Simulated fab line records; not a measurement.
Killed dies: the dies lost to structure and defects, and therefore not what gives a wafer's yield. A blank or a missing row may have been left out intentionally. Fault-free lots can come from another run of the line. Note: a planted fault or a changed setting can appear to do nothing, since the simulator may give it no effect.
fab line records	flow n5Finfet
[record] lots = 10	wafers = 30	lastDay = 18
route steps=1938 shown BEOL_M4@1084 PASSIVATION@1936
lots with no fault: from the same line, run without faults
startH: hours from the record's first day to the start of the lot's first wafer shown	waitH: how many hours have passed since the lot's step before this one	" unchanged from the row above	L1.1+2: one row covering several wafers at once	- either no value or no given start	* or withheld: withheld	< > ~ a bound
route shown NAME@n: NAME is a module with steps in the file, n the number in the route of the first one	usual: average and standard deviation across the fault-free wafers	same: alike in all rows	chamber/n: place in a boat	sites: readings site by site	_std_site: standard deviation across them	_edge_site: outer sites' mean less inner sites'	radiusMm: how far each site lies from the wafer's centre	mask NAME#n: copy n	behind: the tool/chamber that last shaped the wafer	hold: what put the lot on hold/how long, in hours/how the hold closed	device: whichever transistor did not switch (one of n, p or np)	end of line: tests run on the same wafers once the route is complete	a step with no rows: only its recipe	killed: dies that structure and defects cost at the first sort, which is not the same as the wafer's yield	map: a wafer's dies, x killed, . not, _ none there
set.NAME: the run value of the setting; set.NAME@STEP: its run value at that earlier step	model.NAME: the simulator's own value behind a step, which no gauge read
route steps across a sampled set of lots; one table per step, one row per wafer
services: a tool's chamber out of use, with start hour (startH, from the record's first day; less than 0 if before it), hours out, and reason
[[steps]]
[step N5_BEOL_M4_SPUTTER_48]
[recipe] material = Cu	targetThkA = 45	tempC = -20	chamberPressurePa = 0.07	powerW = withheld	timeS = 8.29
[usual] chamberPressurePa = 0.06998/0.00015	throttleValvePct = 30.0/0.76
lot.wafer	tool	chamber	startH	waitH	chamberPressurePa	throttleValvePct
L990.2	pvdSputter-02	-	197.34	0.1	0.06987	29.8
L990.3	"	-	"	"	0.06989	28.7
L990.5	"	-	"	"	0.06997	29.7
L991.2	pvdSputter-01	-	201.76	0.1	0.0699	30.4
L991.3	"	-	"	"	0.06985	31.2
L991.5	"	-	"	"	0.06986	30.4
L993.1	pvdSputter-03	-	202.35	0.3	0.07009	29.8
L993.2	"	-	"	"	0.06981	29.9
L993.5	"	-	"	"	0.07015	30.3
L996.1	pvdSputter-02	-	228.56	1.7	0.06991	28.6
L996.2	"	-	"	"	0.06973	29.8
L996.3	"	-	"	"	0.07004	31.3
L105.2	pvdSputter-03	-	279.50	1.5	0.06993	29.8
L105.4	"	-	"	"	0.06971	29.8
L105.5	"	-	"	"	0.06989	29.9
L107.1	pvdSputter-02	-	282.45	0.3	0.07007	31.3
L107.2	"	-	"	"	0.06971	28.9
L107.6	"	-	"	"	0.06971	28.8
L108.2	pvdSputter-01	-	285.23	0.2	0.06992	31.2
L108.3	"	-	"	"	0.06988	30.0
L108.6	"	-	"	"	0.06991	29.8
L109.1	pvdSputter-03	-	306.44	0.1	0.06991	29.6
L109.3	"	-	"	"	0.06979	30.6
L109.5	"	-	"	"	0.06995	30.2
L110.1	pvdSputter-01	-	306.64	0.2	0.06985	30.0
L110.2	"	-	"	"	0.06983	29.1
L110.5	"	-	"	"	0.0702	30.3
L111.1	pvdSputter-01	-	309.58	0.1	0.07018	29.8
L111.2	"	-	"	"	0.06999	29.1
L111.4	"	-	"	"	0.06976	31.3
[step N5_BEOL_M4_ANNEAL_80]
[recipe] tempC = 400	timeS = 240	ambient = vacuum
[usual] heaterPowerW = 822/79
lot.wafer	tool	chamber	startH	waitH	heaterPowerW
L990.2	pvdSputter-02	-	197.64	0.0	895
L990.3	"	-	"	"	706
L990.5	"	-	"	"	896
L991.2	pvdSputter-01	-	202.06	0.0	760
L991.3	"	-	"	"	737
L991.5	"	-	"	"	762
L993.1	pvdSputter-03	-	202.65	0.0	910
L993.2	"	-	"	"	798
L993.5	"	-	"	"	880
L996.1	pvdSputter-02	-	228.86	0.0	712
L996.2	"	-	"	"	919
L996.3	"	-	"	"	795
L105.2	pvdSputter-03	-	279.80	0.0	781
L105.4	"	-	"	"	881
L105.5	"	-	"	"	869
L107.1	pvdSputter-02	-	282.75	0.0	791
L107.2	"	-	"	"	780
L107.6	"	-	"	"	703
L108.2	pvdSputter-01	-	285.53	0.0	751
L108.3	"	-	"	"	1023
L108.6	"	-	"	"	997
L109.1	pvdSputter-03	-	306.74	0.0	908
L109.3	"	-	"	"	775
L109.5	"	-	"	"	874
L110.1	pvdSputter-01	-	306.94	0.0	1032
L110.2	"	-	"	"	788
L110.5	"	-	"	"	776
L111.1	pvdSputter-01	-	309.88	0.0	1026
L111.2	"	-	"	"	791
L111.4	"	-	"	"	743
[step N5_BEOL_M4_ECD_50]
[recipe] material = Cu	targetThkA = 3000
lot.wafer	tool	chamber	startH	waitH
L990.2+3+5	ecdCu-02	0,1,1	199.22	0.1
L991.2+3+5	ecdCu-02	0,1,1	203.64	0.1
L993.1+2+5	ecdCu-01	1,0,1	204.23	0.1
L996.1+2+3	ecdCu-02	0,1,0	230.47	0.1
L105.2+4+5	ecdCu-01	0,0,1	281.38	0.1
L107.1+2+6	ecdCu-01	0,1,1	284.33	0.1
L108.2+3+6	ecdCu-02	0	287.11	0.1
L109.1+3+5	ecdCu-01	1,1,0	308.31	0.1
L110.1+2+5	ecdCu-01	1,0,1	308.53	0.1
L111.1+2+4	ecdCu-01	1,0,0	311.46	0.1
[step N5_BEOL_M4_CMP_52]
[recipe] stopOn = SiOC	tOverpolishS = 6.8	downForcePsi = 1	platenRpm = 50	clearingPlatenDownForcePsi = 1.5	clearingPlatenRpm = 50	postCmpClean = cuAlkaline	targetThkNm = 40	clearingPlatenPadVelocityMS = 0.99484	padVelocityMS = 0.99484
[usual] motorCurrentA = 6.2/0.59	retainingRingPressureFrac = 0.999/0.0049	timeToEndpointS = 64/3.5
lot.wafer	tool	chamber	startH	waitH	motorCurrentA	retainingRingPressureFrac	timeToEndpointS
L990.3	cmp-01	2	199.66	0.2	7.0	0.992	66
L990.2	"	0	"	"	6.5	1.004	64
L990.5	"	2	"	"	7.1	1.000	71
L993.1	cmp-02	3	205.06	0.5	5.1	0.999	64
L993.2	"	1	"	"	6.3	0.997	64
L993.5	"	3	"	"	5.1	1.003	63
L991.3	cmp-01	0	205.08	0.3	6.3	0.995	61
L991.2	"	1	"	"	5.8	0.993	59
L991.5	"	3	"	"	6.1	1.004	63
L996.1	cmp-03	3	231.47	0.5	5.8	0.996	66
L996.3	"	0	"	"	6.6	1.010	65
L996.2	"	1	"	"	5.7	0.996	64
L105.4	cmp-01	2	281.83	0.2	7.2	1.007	68
L105.2	"	3	"	"	6.3	1.005	65
L105.5	"	1	"	"	6.1	1.001	62
L107.1	cmp-01	1	284.70	0.3	6.3	0.994	0
L107.2	"	3	"	"	6.0	1.001	2
L107.6	"	1	"	"	5.7	1.007	0
L108.3	cmp-01	1	287.52	0.2	5.9	1.001	1
L108.2	"	3	"	"	6.1	0.996	3
L108.6	"	1	"	"	6.0	1.003	3
L109.1	cmp-01	2	308.69	0.3	7.2	0.992	74
L109.3	"	3	"	"	6.1	0.998	67
L109.5	"	3	"	"	5.6	1.007	66
L110.1	cmp-02	1	309.00	0.3	6.7	1.005	66
L110.2	"	2	"	"	6.2	0.996	62
L110.5	"	1	"	"	6.3	0.995	66
L111.2	cmp-01	1	311.83	0.2	5.7	0.991	65
L111.1	"	2	"	"	7.4	0.996	71
L111.4	"	3	"	"	6.0	1.003	68
[step N5_BEOL_M4_CO_CAP_55]
[recipe] material = Co	targetThkA = 20	tempC = 200	precursor = CCTBA/H2	pressureTorr = 30	timeS = 102.1
[usual] heaterPowerW = 234/7.8
lot.wafer	tool	chamber	startH	waitH	heaterPowerW
L990.2	cvdCo-01	0	199.99	0.0	228
L990.3	"	2	"	"	227
L990.5	"	0	"	"	231
L991.2	cvdCo-02	1	205.41	0.0	222
L991.3	"	0	"	"	230
L991.5	"	2	"	"	240
L993.1	cvdCo-01	0	205.43	0.0	229
L993.2	"	1	"	"	239
L993.5	"	0	"	"	229
L996.1	cvdCo-02	2	231.81	0.0	237
L996.2	"	0	"	"	234
L996.3	"	1	"	"	228
L105.2	cvdCo-02	2	282.19	0.0	241
L105.4	"	1	"	"	222
L105.5	"	1	"	"	232
L107.1	cvdCo-01	2	285.08	0.0	221
L107.2	"	1	"	"	243
L107.6	"	2	"	"	220
L108.2	cvdCo-01	0	287.85	0.0	236
L108.3	"	1	"	"	248
L108.6	"	0	"	"	233
L109.1	cvdCo-02	1	309.06	0.0	230
L109.3	"	2	"	"	247
L109.5	"	1	"	"	230
L110.1	cvdCo-02	0	309.37	0.0	238
L110.2	"	1	"	"	229
L110.5	"	1	"	"	228
L111.1	cvdCo-02	1	312.21	0.0	226
L111.2	"	2	"	"	244
L111.4	"	0	"	"	241
[step N5_BEOL_M4_RC_MEAS_101]
[usual] DIBL_N = 37.1/2.4	DIBL_P = 37/3	IOFF_N = 0.18/0.053	IOFF_P = 0.21/0.05	ION_N = 674/14	ION_P = 459/9.2	SS_N = 72.1/0.9	SS_P = 73.4/0.89	VT_N = 250/3.8	VT_P = -251/3.7
lot.wafer	tool	chamber	startH	waitH	DIBL_N[mV/V]	DIBL_P[mV/V]	IOFF_N[nA/um]	IOFF_P[nA/um]	ION_N[uA/um]	ION_P[uA/um]	SS_N[mV/dec]	SS_P[mV/dec]	VT_N[mV]	VT_P[mV]
L990.2	prober-02	0	200.38	0.2	35.7	35	0.16	0.22	671	464	71.8	72.9	249	-249
L990.3	"	0	"	"	37.7	36	0.19	0.22	677	461	72.6	73.0	251	-249
L990.5	"	0	"	"	34.8	34	0.14	0.18	656	455	71.9	72.3	253	-249
L993.1	prober-02	0	205.69	0.0	40.3	37	0.26	0.19	659	447	74.5	73.1	250	-253
L993.2	"	0	"	"	35.2	35	0.13	0.16	654	445	70.6	73.0	253	-254
L993.5	"	0	"	"	36.3	36	0.14	0.17	655	441	71.5	72.5	252	-254
L991.2	prober-01	0	205.80	0.2	37.7	39	0.20	0.25	688	467	71.6	73.7	248	-248
L991.3	"	0	"	"	36.7	37	0.19	0.23	681	464	72.0	72.7	245	-248
L991.5	"	0	"	"	37.9	38	0.20	0.23	664	453	73.0	73.8	247	-248
L996.1	prober-01	0	232.04	0.0	33.4	31	0.11	0.15	663	456	70.8	72.4	256	-254
L996.2	"	0	"	"	39.3	38	0.22	0.24	685	465	72.2	73.3	247	-249
L996.3	"	0	"	"	36.0	34	0.14	0.18	661	443	71.0	72.4	254	-253
L105.2	prober-02	0	282.61	0.2	32.8	32	0.11	0.16	661	456	70.1	71.6	256	-254
L105.4	"	0	"	"	36.2	36	0.17	0.23	673	466	71.6	73.3	248	-248
L105.5	"	0	"	"	34.8	32	0.13	0.18	665	460	71.4	72.0	254	-251
L109.1	prober-02	0	309.30	0.0	32.5	33	0.12	0.14	665	453	71.2	72.1	252	-255
L109.3	"	0	"	"	36.1	37	0.17	0.18	690	459	71.7	72.8	249	-255
L109.5	"	0	"	"	37.3	39	0.21	0.22	697	464	72.5	74.6	244	-252
L110.1	prober-01	0	309.62	0.0	36.6	37	0.17	0.18	682	459	72.2	72.7	251	-256
L110.2	"	0	"	"	34.7	35	0.14	0.16	665	446	71.2	73.3	251	-255
L110.5	"	0	"	"	34.5	35	0.14	0.16	670	458	70.7	73.3	252	-258
L111.1	prober-01	0	312.45	0.0	34.9	35	0.13	0.16	662	456	71.0	73.0	254	-253
L111.2	"	0	"	"	37.6	38	0.16	0.19	662	448	71.7	73.5	254	-253
L111.4	"	0	"	"	37.8	39	0.19	0.22	681	460	71.8	73.7	249	-252
[step N5_PASSIVATION_PROBE_49]
[usual] defectLimitedYield = 91.6/1.4	killed_at_M0_to_M3 = 32/9.5	killed_at_M4_up = 13/6	killedAtContacts = 12/5.6	killedAtFrontEnd = 39/11	killedAtOther = 2.8/2.3	killedDies = 99/16	killedOnRim = 12/3.4	killedOpen = 65/12	killedShort = 32/7.6	sort_bin_4_leakage = 0.1/0.88	sort_bin_5_function = 4.8/0.88	sort_bin_6_memory = 3.2/0.65	sortNPass = 1077/29	sortYieldPct = 91.2/2.5
[same] grossDies = 1180	killedAtBackSide = 0	sort_bin_8_speed[%] = 0
lot.wafer	tool	chamber	startH	waitH	defectLimitedYield[%]	killed_at_M0_to_M3	killed_at_M4_up	killedAtContacts	killedAtFrontEnd	killedAtOther	killedDies	killedOnRim	killedOpen	killedShort	sort_bin_4_leakage[%]	sort_bin_5_function[%]	sort_bin_6_memory[%]	sortNPass	sortYieldPct[%]
L107.1	prober-02	-	391.32	0.0	0	26	1103	7	38	6	1180	152	64	32	0	96.6	3.1	0	0
L107.2	prober-02	-	391.37	0.1	0	21	1112	13	29	5	1180	152	54	24	0	97.9	2.0	0	0
L107.6	prober-02	-	391.57	0.3	0	34	1093	18	31	4	1180	152	67	38	0	96.1	3.7	0	0
L108.2	prober-01	-	394.98	0.1	0	54	1069	8	48	1	1180	152	74	41	0	95.4	4.2	0	0
L108.3	prober-01	-	395.03	0.1	0	29	1083	15	51	2	1180	152	71	39	0	96.0	3.3	0	0
L108.6	prober-01	-	395.18	0.3	0	31	1070	13	60	6	1180	152	83	41	0	95.8	3.8	0	0
L105.5	prober-02	-	397.50	0.8	90.4	45	6	12	49	1	113	13	68	38	0	5.9	2.9	1067	90.4
// killed by level:class
L107.1 BEOL_M4:areaEcd=1083 FIN_SAQP:geometricParticle:open=9 BEOL_M4:geometricParticle:open=9 STI_FIN_REVEAL:geometricParticle:open=8 BEOL_M3:geometricParticle:open=7 MOL_CONTACT_COAG:geometricParticle:open=6 FIN_SAQP:geometricParticle:short=5 BEOL_M0_SAQP:geometricParticle:open=4
L107.2 BEOL_M4:areaEcd=1102 MOL_CONTACT_COAG:geometricParticle:open=12 BEOL_M3:geometricParticle:open=6 FIN_SAQP:geometricParticle:open=5 STI_FIN_REVEAL:geometricParticle:open=4 DUMMY_GATE:geometricParticle:open=4 BEOL_M1:geometricParticle:open=4 BEOL_M1:geometricParticle:short=4
L107.6 BEOL_M4:areaEcd=1075 STI_FIN_REVEAL:geometricParticle:open=15 MOL_CONTACT_COAG:geometricParticle:open=13 BEOL_M0_SAQP:geometricParticle:open=9 BEOL_M1:geometricParticle:open=7 BEOL_M0_SAQP:geometricParticle:short=6 BEOL_M4:geometricParticle:open=6 MOL_CONTACT_COAG:geometricParticle:short=5
L108.2 BEOL_M4:areaEcd=1065 FIN_SAQP:geometricParticle:open=18 BEOL_M1:geometricParticle:short=16 BEOL_M1:geometricParticle:open=14 BEOL_M2:geometricParticle:open=9 FIN_SAQP:geometricParticle:short=7 MOL_CONTACT_COAG:geometricParticle:open=7 BEOL_M0_SAQP:geometricParticle:open=6
L108.3 BEOL_M4:areaEcd=1069 FIN_SAQP:geometricParticle:short=13 FIN_SAQP:geometricParticle:open=12 MOL_CONTACT_COAG:geometricParticle:open=12 DUMMY_GATE:geometricParticle:open=7 BEOL_M2:geometricParticle:open=7 STI_FIN_REVEAL:geometricParticle:open=6 BEOL_M0_SAQP:geometricParticle:open=5
L108.6 BEOL_M4:areaEcd=1056 FIN_SAQP:geometricParticle:open=14 FIN_SAQP:geometricParticle:short=11 MOL_CONTACT_COAG:geometricParticle:open=11 DUMMY_GATE:geometricParticle:open=10 STI_FIN_REVEAL:geometricParticle:open=9 BEOL_M5:geometricParticle:open=7 BEOL_M2:geometricParticle:open=6
L105.5 FIN_SAQP:geometricParticle:open=12 BEOL_M0_SAQP:geometricParticle:open=12 BEOL_M0_SAQP:geometricParticle:short=12 BEOL_M1:geometricParticle:open=11 MOL_CONTACT_COAG:geometricParticle:open=10 FIN_SAQP:geometricParticle:short=9 HKMG_FIN:areaEtch=7 BEOL_M2:geometricParticle:open=5
[[services]]
tool	chamber	startH	hours	kind
cvdCo-02	0	176.20	9.3	repair
cmp-03	-	189.92	16.7	pm
cmp-01	-	197.28	2.3	repair
cmp-03	-	213.17	0.3	repair
cmp-03	-	217.93	4.0	pm
cmp-03	-	221.93	-	consumableReplace:conditioner
cmp-03	-	221.93	-	consumableReplace:pad
cmp-01	-	222.06	19.9	pm
ecdCu-01	-	226.14	4.4	repair
cvdCo-02	-	236.57	0.5	repair
cmp-01	-	254.51	0.3	repair
cmp-02	-	259.65	4.0	pm
cvdCo-02	-	263.49	0.8	repair
cmp-02	-	263.65	-	consumableReplace:conditioner
cmp-02	-	263.65	-	consumableReplace:pad
cmp-02	-	267.05	16.2	repair
cmp-03	-	271.78	2.7	repair
ecdCu-02	-	288.11	6.3	pm
cmp-02	-	289.29	0.4	repair
cmp-03	-	298.15	0.5	repair
cmp-03	-	303.39	4.7	pm
ecdCu-02	-	312.00	0.6	repair
cmp-03	-	312.03	0.3	repair
[[key]]
[firstSign] step = N5_BEOL_M4_CMP_52	reading = timeToEndpointS	direction = down	sigmas = 18	usual = *	struck = *
[effect] step = N5_PASSIVATION_PROBE_49	reading = killed_at_M4_up	direction = up	sigmas = 99+	usual = 13	struck = 1088
[moreKillsBornAt] N5_BEOL_M4_ECD_50@ecdCu-01 = 3260	N5_BEOL_M4_ECD_50@ecdCu-02 = 3187
metAt N5_BEOL_M4_ECD_50
struckLots L107,L108
laterRowsLeftOut L107.1,L107.2,L107.6,L108.2,L108.3,L108.6
notActingAt N5_BEOL_M4_SPUTTER_48,N5_BEOL_M4_ANNEAL_80,N5_BEOL_M4_CO_CAP_55
onsetBetween 281.38 284.33
[fault] kind = skippedStepWhole	tool = ecdCu-01,ecdCu-02	chamber = -	onsetH = 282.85	steps = N5_BEOL_M4_ECD_50	scope = struckLotsOnly
// laterRowsLeftOut: the simulator's readings of these wafers behind a module that went badly wrong aren't trusted and aren't shown, but for the sort
